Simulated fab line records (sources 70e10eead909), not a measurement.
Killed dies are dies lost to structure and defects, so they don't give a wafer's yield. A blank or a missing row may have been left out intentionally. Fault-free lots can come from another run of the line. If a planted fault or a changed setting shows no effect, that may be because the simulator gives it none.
Chamber matching	flow nand-harc	4 sister chambers for NHARC_A_STAIRCASE_DESCUM_186 on rie-diel-07
The step chemistry O2, time 3 s. 4 wafers are shown with their chamber, then 7 later ones without.

## WAFERS PAIRED WITH THEIR CHAMBERS
wafer	chamber	drypump-motor-current-A (A)
L074.4	3	5.4
L085.2	0	6.2
L085.3	2	6.6
L091.5	1	5.7

## WAFERS MISSING THEIR CHAMBER
wafer	drypump-motor-current-A (A)
L091.6	6.3
L096.2	6.3
L096.4	5.7
L096.5	6.6
L095.2	5.7
L095.4	6.3
L095.5	6.7

## THE CHAMBER EACH PASSED THROUGH
wafer	from the rows above	in truth
L091.6	0	0
L096.2	0	0
L096.4	1	1
L096.5	2	2
L095.2	1	1
L095.4	0	0
L095.5	2	2
Placed correctly: 7 of 7. From these rows, 0 cannot be placed. 0 placed wrongly.
How it was worked out, from the rows above alone: a wafer's distance from a chamber is the root of the sum, over the readings, of the square of ((its reading less the chamber's mean) divided by the reading's scatter). The wafer belongs to the nearest chamber; if the next one is less than 2 further off, it can't be placed. The mean given for a chamber averages the wafers shown for that chamber. The scatter (one wafer shown for each chamber): square how far every hidden wafer sits from the nearest shown wafer, average those squares and take the square root.
